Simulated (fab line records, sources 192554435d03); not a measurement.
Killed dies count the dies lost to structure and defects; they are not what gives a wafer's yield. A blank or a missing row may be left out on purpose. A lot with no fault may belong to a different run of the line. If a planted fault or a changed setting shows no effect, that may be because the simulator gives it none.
fab line records -- flow n5Finfet
record: lots: 4, wafers: 12, lastDay: 18
route steps=1938 shown BEOL_M14@1741 BEOL_M15@1773 PASSIVATION@1936
lots with no fault: from the same line, run without faults
startH: the number of hours between the record's first day and the start of the first shown wafer of the lot -- waitH: hours elapsed since this lot's preceding step -- " same as the row above -- L1.1+2: a row that stands for several wafers -- - no value, or no start was given -- * or withheld: withheld -- < > ~ a bound
route shown NAME@n: names a module that has steps shown in the file, with the first one's number in the route -- usual: average and standard deviation across the fault-free wafers -- same: alike in all rows -- chamber/n: place in a boat -- sites: per-site readings -- _std_site: how widely they spread, as a standard deviation -- _edge_site: outer sites' mean less inner sites' -- radiusMm: how far each site lies from the wafer's centre -- mask NAME#n: copy n -- behind: the tool/chamber that last shaped the wafer -- hold: what put the lot on hold/how long, in hours/how the hold closed -- device: transistor that didn't switch, given as n, p or np -- end of line: the tests these same wafers got at the end of their route -- a step without rows: its recipe alone -- killed: count of dies lost to structure and defects at first sort (not the wafer's yield) -- map: shows each die of a wafer: x if killed, . if not, _ if none is there
set.NAME: setting as actually run; set.NAME@STEP: the setting as run at that earlier step -- model.NAME: the simulator's own value behind a step, which no gauge read
a table for each step, a row for each wafer; lots at some steps of the route
services: when a tool's chamber went out of use (startH, in hours from the record's first day, below 0 if earlier), for how many hours, and the reason
== steps ==
step: N5_BEOL_M14_SOFTBAKE_23
recipe: tempC: 130, timeS: 60
step: N5_BEOL_M14_EXPOSE_25
recipe: maskId: M14, na: 0.8, sourceShape: annular, sigmaInner: 0.5, sigmaOuter: 0.8, polarization: unpolarized, targetCdNm: 280, doseMj: 26.6
step: N5_BEOL_M14_PEB_26
recipe: pebTempC: 130, pebTimeS: 90
step: N5_BEOL_M14_DEVELOP_27
recipe: developTimeS: 45, rinseLiquid: diw, dry: airSpin, devTempC: 21
step: N5_BEOL_M14_HARDBAKE_32
recipe: tempC: 130, timeS: 120
step: N5_BEOL_M14_DESCUM_33
recipe: chemistry: O2, timeS: 7.9, sourcePowerW: 50, biasPowerW: 20, pressureMtorr: 20, rfFrequencyHz: 2.712e+07, tempC: 40, o2FlowSccm: 225
step: N5_BEOL_M14_ETCH_67
recipe: chemistry: CF4, target: SiARC, targetDepthA: 1430, timeS: 238.3, ionEnergyEv: 80, pressureMtorr: 40, sourceW: 545, biasW: 36, Ar_flow_sccm: 100, cf4FlowSccm: 100, ends: cleared
step: N5_BEOL_M14_ETCH_68
recipe: chemistry: N2/H2, target: SOC, maskMaterial: SiARC, sourceW: 3000, biasW: 350, tempC: 40, timeS: 450, ionEnergyEv: 200, pressureMtorr: 30, n2FlowSccm: 200, h2FlowSccm: 200
step: N5_BEOL_M14_STRIP_69
recipe: chemistry: N2/H2, tempC: 40, n2FlowSccm: 200, h2FlowSccm: 200, rfFrequencyHz: 6e+07
step: N5_BEOL_M14_TRENCH_ETCH_34
recipe: chemistry: C4F8/O2/Ar, target: SiO2, targetDepthA: 5566.5, maskMaterial: SOC, heInnerTorr: 15, heOuterTorr: 30, timeS: 126.9, ionEnergyEv: 800, pressureMtorr: 20, sourceW: 1905, biasW: 2040, Ar_flow_sccm: 400, C4F8_flow_sccm: 16, O2_flow_sccm: 12
usual: drypumpMotorCurrentA: 5.8/0.45, oesProductAu: 0.81/0.091, rfVppV: 2234/26, showerheadPlenumPTorr: 3.46/0.14, throttleValvePct: 30.92/0.28
lot.wafer,tool,chamber,startH,waitH,drypumpMotorCurrentA,oesProductAu,rfHoursCounterH,rfVppV,showerheadPlenumPTorr,throttleValvePct,model.etch.depthNm
L680.1,rieDiel-03,1,278.75,0.0,5.7,0.96,20,2213,3.53,31.20,585.7
L680.2,rieDiel-03,2,278.75,0.0,5.7,0.86,47,2253,3.65,31.13,559.9
L680.4,rieDiel-03,0,278.75,0.0,5.4,0.70,216,2228,3.28,30.89,547.1
L684.1,rieDiel-03,2,293.55,0.0,5.7,0.85,52,2252,3.65,31.15,556.4
L684.2,rieDiel-03,3,293.55,0.0,6.6,0.77,115,2262,3.59,30.69,531.3
L684.5,rieDiel-03,2,293.55,0.0,5.7,0.85,-,2253,3.65,31.14,557.9
L701.1,rieDiel-03,3,386.43,0.0,6.6,0.75,150,2259,3.57,30.71,421.2
L701.2,rieDiel-03,2,386.43,0.0,5.7,0.80,88,2251,3.63,31.17,549.3
L701.4,rieDiel-03,0,386.43,0.0,5.4,0.97,1,2263,3.66,30.78,554.4
L702.3,rieDiel-03,2,408.15,0.0,5.7,0.80,94,2249,3.62,31.14,429.3
L702.5,rieDiel-03,0,408.15,0.0,5.4,0.94,-,2264,3.66,30.78,555.8
L702.6,rieDiel-03,1,408.15,0.0,5.7,0.88,-,2212,3.51,31.20,569.4
step: N5_BEOL_M14_STRIP_70
recipe: chemistry: C4F8/O2/Ar, resist: SiARC, rfFrequencyHz: 6e+07
step: N5_BEOL_M14_OCD_MEAS_35
usual: trenchDepthNm: 551/15
lot.wafer,tool,chamber,startH,waitH,trenchDepthNm
L680.1,ocd-02,-,278.91,0.0,586
L680.2,ocd-02,-,278.91,0.0,560
L680.4,ocd-02,-,278.91,0.0,547
L684.1,ocd-02,-,293.70,0.0,556
L684.2,ocd-02,-,293.70,0.0,531
L684.5,ocd-02,-,293.70,0.0,558
L701.1,ocd-02,-,386.59,0.0,421
L701.2,ocd-02,-,386.59,0.0,549
L701.4,ocd-02,-,386.59,0.0,555
L702.3,ocd-01,-,408.31,0.0,430
L702.5,ocd-01,-,408.31,0.0,556
L702.6,ocd-01,-,408.31,0.0,569
step: N5_BEOL_M14_STRIP_37
recipe: chemistry: O2, powerW: 600, tempC: 60, pressureMtorr: 30, rfFrequencyHz: 6e+07, biasPowerW: 0, overashFraction: 0.3, o2FlowSccm: 225
step: N5_BEOL_M14_ETCH_38
recipe: chemistry: CF4/N2, target: SiCN, targetDepthA: 1065, taperDeg: 2, timeS: 120.6, ionEnergyEv: 150, maskMaterial: SiO2, pressureMtorr: 40, sourceW: 430, biasW: 70, Ar_flow_sccm: 100, cf4FlowSccm: 60, n2FlowSccm: 60
step: N5_BEOL_M14_PRECLEAN_39
recipe: chemistry: residueRemover, timeS: 60, tempC: 40
step: N5_BEOL_M14_SRD_40
recipe: timeS: 30, tempC: 23, rinseLiquid: diw, dry: n2Spin, spinRpm: 1500, dryTimeS: 30
step: N5_BEOL_M14_DEGAS_41
recipe: ambient: vacuum, tempC: 300, timeS: 60
step: N5_BEOL_M14_PRE_CLEAN_42
recipe: gas: H2/He, timeS: 30, tempC: 300
step: N5_BEOL_M14_SPUTTER_43
recipe: material: TaN, targetThkA: 150, tempC: 50, biasV: 168.6, powerW: 15000, chamberPressurePa: 0.12, timeS: 24.19
step: N5_BEOL_M14_SPUTTER_44
recipe: material: Ta, targetThkA: 150, tempC: 50, biasV: 80, powerW: 15000, chamberPressurePa: 0.07, timeS: 24.19
step: N5_BEOL_M14_SPUTTER_45
recipe: material: Cu, targetThkA: 1000, tempC: -20, biasV: 60, powerW: 26000, chamberPressurePa: 0.13, timeS: 16.67
step: N5_BEOL_M14_ECD_47
recipe: material: Cu, targetThkA: 12480
step: N5_BEOL_M14_ANNEAL_48
recipe: tempC: 225, timeS: 90, ambient: N2
step: N5_BEOL_M14_CMP_49
recipe: stopOn: SiO2, tOverpolishS: 5.2, downForcePsi: 2, platenRpm: 80, clearingPlatenDownForcePsi: 2, clearingPlatenRpm: 80, postCmpClean: cuAlkaline, targetThkNm: 560, clearingPlatenPadVelocityMS: 1.5917, padVelocityMS: 1.5917
usual: barrierFieldEndpointS: 11.2/0.31, motorCurrentA: 8.1/0.81, overpolishRunS: 5.202/0.0092, platenRpm: 80.00/0.058, timeToEndpointS: 120/4.9
lot.wafer,tool,chamber,startH,waitH,barrierFieldEndpointS,motorCurrentA,overpolishRunS,platenRpm,timeToEndpointS,model.Cu_of_BEOL_M14_ECD_47.thkNm
L680.1,cmp-04,1,282.23,0.3,11.6,7.7,5.202,79.99,124,588.2
L680.2,cmp-04,3,282.23,0.3,11.0,9.6,5.209,80.01,117,561.6
L680.4,cmp-04,0,282.23,0.3,11.8,8.6,5.200,79.95,128,550.8
L684.2,cmp-03,1,296.84,0.2,11.0,8.8,5.203,80.13,125,536.4
L684.1,cmp-03,3,296.84,0.2,11.4,8.2,5.200,80.01,126,561
L684.5,cmp-03,1,296.84,0.2,11.6,8.6,5.196,80.02,125,563
L701.1,cmp-03,1,392.04,0.3,11.1,8.3,5.204,80.02,124,424.4
L701.2,cmp-03,2,392.04,0.3,11.0,7.1,5.193,79.89,120,552.6
L701.4,cmp-03,3,392.04,0.3,11.0,8.2,5.195,80.06,118,557.2
L702.3,cmp-03,0,410.07,0.3,11.1,7.8,5.216,79.95,121,431.2
L702.6,cmp-03,1,410.07,0.3,11.5,8.5,5.199,80.01,127,573.6
L702.5,cmp-03,2,410.07,0.3,11.1,7.3,5.206,79.88,119,558
step: N5_BEOL_M14_THK_MEAS_50
recipe: thkMeasGauge: xrf, reads: Cu_of_BEOL_M14_ECD_47
usual: M14_THK: 554/15
lot.wafer,tool,chamber,startH,waitH,M14_THK[nm]
L680.1,filmMetro-01,-,282.52,-,586
L680.2,filmMetro-01,-,282.52,-,560
L680.4,filmMetro-01,-,282.52,-,548
L684.1,filmMetro-01,-,297.13,-,562
L684.2,filmMetro-01,-,297.13,-,537
L684.5,filmMetro-01,-,297.13,-,565
L701.1,filmMetro-01,-,392.29,-,427
L701.2,filmMetro-01,-,392.29,-,554
L701.4,filmMetro-01,-,392.29,-,558
L702.3,filmMetro-02,-,410.25,-,423
L702.5,filmMetro-02,-,410.25,-,550
L702.6,filmMetro-02,-,410.25,-,561
step: N5_BEOL_M14_PRE_CLEAN_52
recipe: gas: NH3, timeS: 15, tempC: withheld, rfPowerW: 300
step: N5_BEOL_M14_DEP_53
recipe: material: SiCN, targetThkA: 500, tempC: withheld, precursor: 3MS/NH3, pressureTorr: 3, rfW: 675, timeS: 17.8
step: N5_BEOL_M14_RS_MEAS_54
recipe: thkMeasGauge: four-point-probe, reads: Cu_of_BEOL_M14_ECD_47+Ta_of_BEOL_M14_SPUTTER_44+TaN_of_BEOL_M14_SPUTTER_43
usual: M14_RS: 0.0336/0.0009
lot.wafer,tool,chamber,startH,waitH,M14_RS[ohm/sq]
L680.1,filmMetro-02,-,282.65,0.0,0.0316
L680.2,filmMetro-02,-,282.65,0.0,0.0331
L680.4,filmMetro-02,-,282.65,0.0,0.0337
L684.1,filmMetro-02,-,297.26,0.0,0.0332
L684.2,filmMetro-02,-,297.26,0.0,0.0346
L684.5,filmMetro-02,-,297.26,0.0,0.0330
L701.1,filmMetro-01,-,392.42,0.0,0.0442
L701.2,filmMetro-01,-,392.42,0.0,0.0337
L701.4,filmMetro-01,-,392.42,0.0,0.0334
L702.3,filmMetro-02,-,410.41,0.1,0.0434
L702.5,filmMetro-02,-,410.41,0.1,0.0333
L702.6,filmMetro-02,-,410.41,0.1,0.0324
step: N5_BEOL_M15_ILD_DEP_00
recipe: material: SiO2, targetThkA: 16293, tempC: 400, precursor: TEOS/O2, pressureTorr: 6.5, rfW: 900, teosFlowSccm: 161.4, gas: O2, flowSccm: 2650, timeS: 346.1
step: N5_BEOL_M15_COAT_58
recipe: resist: BARC, tempC: 205, timeS: 60, spinRpm: 1500, resistThkNm: 89
step: N5_BEOL_M15_COAT_04
recipe: spinRpm: 1704, resistThkNm: 800
step: N5_BEOL_M15_EBR_06
recipe: solvent: PGMEA, ebrWidthMm: 1.5
step: N5_BEOL_M15_SOFTBAKE_05
recipe: tempC: 130, timeS: 60
step: N5_BEOL_M15_EXPOSE_07
recipe: maskId: V14, na: 0.8, sourceShape: annular, sigmaInner: 0.5, sigmaOuter: 0.8, polarization: unpolarized, attpsmPhaseDeg: 180, doseMj: 41.25
step: N5_BEOL_M15_PEB_08
recipe: pebTempC: 130, pebTimeS: 90
step: N5_BEOL_M15_DEVELOP_09
recipe: developTimeS: 45, rinseLiquid: diw, dry: airSpin, devTempC: 21
step: N5_BEOL_M15_HARDBAKE_14
recipe: tempC: 130, timeS: 120
step: N5_BEOL_M15_RC_MEAS_101
usual: COMB_M10: 1.42e-11/2.8e-12, COMB_M11: 1.4e-11/3.3e-12, COMB_M12: 6.3e-12/2.2e-12, COMB_M13: 4.9e-12/1.4e-12, COMB_M13_max_site: 7.1e-12/1.9e-12, COMB_M15: 2.6e-12/1.4e-12, COMB_M15_max_site: 3.7e-12/1.6e-12, COMB_M5: 3.6e-11/7e-12, COMB_M6: 2.7e-11/5.8e-12, COMB_M7: 2.5e-11/5.6e-12, COMB_M8: 2.5e-11/4.7e-12, COMB_M9: 1.4e-11/3e-12, SERP_M10: 3.08/0.086, SERP_M11: 3.05/0.08, SERP_M12: 0.639/0.018, SERP_M13: 0.307/0.0071, SERP_M14: 0.163/0.0047, SERP_M14_max_site: 0.164/0.0048, SERP_M5: 38.3/1.9, SERP_M6: 13.8/0.55, SERP_M7: 13.8/0.54, SERP_M8: 13.8/0.63, SERP_M9: 3.06/0.089, SERP_M9_max_site: 3.16/0.088
lot.wafer,tool,chamber,startH,waitH,COMB_M10[S/m],COMB_M11[S/m],COMB_M12[S/m],COMB_M13[S/m],COMB_M13_max_site[S/m],COMB_M15[S/m],COMB_M15_max_site[S/m],COMB_M5[S/m],COMB_M6[S/m],COMB_M7[S/m],COMB_M8[S/m],COMB_M9[S/m],SERP_M10[ohm/um],SERP_M11[ohm/um],SERP_M12[ohm/um],SERP_M13[ohm/um],SERP_M14[ohm/um],SERP_M14_max_site[ohm/um],SERP_M5[ohm/um],SERP_M6[ohm/um],SERP_M7[ohm/um],SERP_M8[ohm/um],SERP_M9[ohm/um],SERP_M9_max_site[ohm/um]
L680.1,prober-02,0,290.11,0.0,8.2e-12,1e-11,4.9e-12,2.3e-12,4.5e-12,2.4e-12,4.9e-12,3.6e-11,2.3e-11,2.6e-11,2.4e-11,1.4e-11,3.12,2.96,0.609,0.298,0.153,0.154,38.4,13.8,13.0,12.6,3.02,3.11
L680.2,prober-02,0,290.11,0.0,1.21e-11,9e-12,3.5e-12,3.4e-12,4.9e-12,1.3e-12,1.9e-12,2.6e-11,2.4e-11,2.1e-11,2e-11,1.4e-11,3.13,3.10,0.608,0.324,0.163,0.165,36.8,13.5,12.9,14.8,3.08,3.11
L680.4,prober-02,0,290.11,0.0,9.3e-12,7e-12,3.5e-12,3.9e-12,7.1e-12,2.6e-12,5.2e-12,2.5e-11,1.9e-11,2.2e-11,2.8e-11,8e-12,3.01,3.01,0.635,0.313,0.166,0.168,39.0,14.2,12.8,13.4,3.10,3.17
L684.1,prober-01,0,308.42,0.0,1.56e-11,1.4e-11,9.4e-12,5e-12,6.6e-12,3.4e-12,5.9e-12,2.7e-11,3.2e-11,2.4e-11,3.3e-11,1.5e-11,3.04,3.08,0.619,0.303,0.162,0.163,36.9,13.8,13.4,14.2,3.11,3.18
L684.2,prober-01,0,308.42,0.0,1.58e-11,1.3e-11,7.4e-12,4.2e-12,5.5e-12,4.3e-12,5.4e-12,3.1e-11,3.6e-11,1.7e-11,3.8e-11,1.4e-11,2.96,3.05,0.616,0.303,0.167,0.168,38.3,13.9,13.6,14.2,3.19,3.32
L684.5,prober-01,0,308.42,0.0,1.8e-11,1.3e-11,1.05e-11,5.7e-12,7.9e-12,3.6e-12,5.7e-12,3.2e-11,4.2e-11,1.7e-11,3.9e-11,2.1e-11,3.03,3.06,0.607,0.306,0.161,0.163,39.3,14.1,13.4,14.1,3.00,3.07
L701.1,prober-01,0,401.81,0.0,1.74e-11,1.3e-11,7.8e-12,6.1e-12,1.27e-11,3.3e-12,4.5e-12,2.8e-11,2.2e-11,2.4e-11,2.9e-11,1.6e-11,3.16,2.95,0.629,0.303,0.216,0.219,39.2,13.4,13.5,13.8,3.25,3.33
L701.2,prober-01,0,401.81,0.0,1.3e-11,1.6e-11,9.3e-12,6.8e-12,1.02e-11,4.9e-12,6.2e-12,3.2e-11,1.9e-11,2.2e-11,2.9e-11,1.5e-11,3.11,3.14,0.651,0.297,0.165,0.167,35.7,13.9,14.0,14.3,3.09,3.14
L701.4,prober-01,0,401.81,0.0,1.33e-11,1.1e-11,7.9e-12,7.1e-12,1.09e-11,3.2e-12,4.1e-12,5e-11,2.9e-11,2.3e-11,2e-11,1.1e-11,3.10,3.15,0.679,0.306,0.161,0.162,36.9,13.6,13.8,13.7,3.11,3.20
L702.3,prober-01,0,419.49,0.3,1.33e-11,1.7e-11,5.8e-12,5.1e-12,7.2e-12,5e-12,5.8e-12,4.4e-11,2.1e-11,3.7e-11,2.7e-11,1.3e-11,3.20,2.96,0.649,0.320,0.211,0.213,40.5,13.7,15.3,13.7,3.07,3.13
L702.5,prober-01,0,419.49,0.3,1.43e-11,1.4e-11,7.3e-12,5.9e-12,6.7e-12,4.2e-12,4.7e-12,3e-11,2e-11,2.7e-11,2.3e-11,1.9e-11,3.17,3.05,0.653,0.317,0.161,0.162,40.6,13.3,14.3,14.5,2.98,3.02
L702.6,prober-01,0,419.49,0.3,1.71e-11,1.3e-11,8e-12,4.1e-12,5.1e-12,4.7e-12,6.1e-12,3.5e-11,2.4e-11,3.9e-11,2.8e-11,1.6e-11,3.08,3.05,0.628,0.314,0.155,0.157,38.1,13.5,13.6,14.2,3.04,3.09
sites SERP_M14 radiusMm=0,75,75,75,75,140,140,140,140
L680.1 0.154 0.152 0.152 0.154 0.154 0.152 0.153 0.153 0.152
L684.1 0.163 0.162 0.161 0.162 0.161 0.163 0.162 0.161 0.159
L701.1 0.216 0.216 0.217 0.217 0.214 0.216 0.215 0.219 0.216
L702.3 0.212 0.212 0.212 0.211 0.213 0.211 0.209 0.209 0.210
step: N5_PASSIVATION_PROBE_49
usual: defectLimitedYield: 91.1/1.5, killed_at_M0_to_M3: 33/9.9, killed_at_M4_up: 14/5.2, killedAtContacts: 12/6.7, killedAtFrontEnd: 43/13, killedAtOther: 3.4/2.7, killedDies: 105/17, killedOpen: 69/13, killedShort: 33/7.5, sort_bin_5_function: 5.2/0.91, sort_bin_6_memory: 3.3/0.71, sort_bin_8_speed: 0.00/0.032, sortNPass: 1075/17, sortYieldPct: 91.1/1.5
same: grossDies: 1180, killedAtBackSide: 0, sort_bin_4_leakage[%]: 0
lot.wafer,tool,chamber,startH,waitH,defectLimitedYield[%],killed_at_M0_to_M3,killed_at_M4_up,killedAtContacts,killedAtFrontEnd,killedAtOther,killedDies,killedOpen,killedShort,sort_bin_5_function[%],sort_bin_6_memory[%],sort_bin_8_speed[%],sortNPass,sortYieldPct[%]
L701.1,prober-02,-,417.53,0.0,92.3,37,11,12,25,6,91,58,29,4.3,2.6,0.08,1089,92.3
killed by level:class
L701.1 MOL_CONTACT_COAG:geometricParticle:open=10 BEOL_M1:geometricParticle:open=9 BEOL_M2:geometricParticle:open=8 BEOL_M0_SAQP:geometricParticle:short=6 FIN_SAQP:geometricParticle:open=4 BEOL_M0_SAQP:geometricParticle:open=4 STI_FIN_REVEAL:geometricParticle:open=3 DUMMY_GATE:geometricParticle:open=3
== services ==
tool,chamber,startH,hours,kind
cmp-03,-,263.43,1.4,repair
cmp-04,-,265.21,0.9,repair
cmp-04,-,272.46,1.0,repair
cmp-03,-,286.11,1.6,repair
cmp-04,-,293.12,4.0,pm
cmp-04,-,297.12,-,consumableReplace:conditioner
cmp-04,-,297.12,-,consumableReplace:pad
cmp-04,-,297.12,5.5,pm
cmp-03,-,312.96,3.8,pm
cmp-04,-,314.66,2.2,repair
cmp-03,-,324.97,5.1,pm
rieDiel-03,1,331.23,10.9,repair
cmp-04,-,331.69,18.2,pm
cmp-03,-,356.03,0.4,repair
rieDiel-03,0,368.14,-,clean
rieDiel-03,0,368.14,-,consumableReplace:focusRing
rieDiel-03,0,368.14,-,consumableReplace:showerhead
rieDiel-03,0,368.14,16.1,scheduledDown
rieDiel-03,0,368.14,16.1,ventCycle
cmp-03,-,401.56,4.0,pm
cmp-03,-,405.56,-,consumableReplace:conditioner
cmp-03,-,405.56,-,consumableReplace:pad
== key ==
firstSign: step: N5_BEOL_M14_OCD_MEAS_35, reading: trenchDepthNm, direction: down, sigmas: 8.6, usual: 551, struck: 425
effect: step: N5_BEOL_M14_THK_MEAS_50, reading: M14_THK, direction: down, sigmas: 8.4, usual: 554, struck: 425
effect: step: N5_BEOL_M14_RS_MEAS_54, reading: M14_RS, direction: up, sigmas: 11, usual: 0.0336, struck: 0.0438
effect: step: N5_BEOL_M15_RC_MEAS_101, reading: SERP_M14, direction: up, sigmas: 11, usual: 0.163, struck: 0.214
modelEffect: step: N5_BEOL_M14_TRENCH_ETCH_34, value: etch.depthNm, without: 536.7, struck: 425.3
modelEffect: step: N5_BEOL_M14_CMP_49, value: Cu_of_BEOL_M14_ECD_47.thkNm, without: 539.2, struck: 427.8
metAt N5_BEOL_M14_TRENCH_ETCH_34
struckWafers L701.1,L702.3
onsetBetween 293.55 386.43
fault: kind: processParameterDrift, tool: rieDiel-03, chamber: -, onsetH: 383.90, steps: N5_BEOL_M14_TRENCH_ETCH_34, channel: timeS, offset: *, shape: step, endH: 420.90, scope: struckWafersOnly, actsIn: *, stated: *
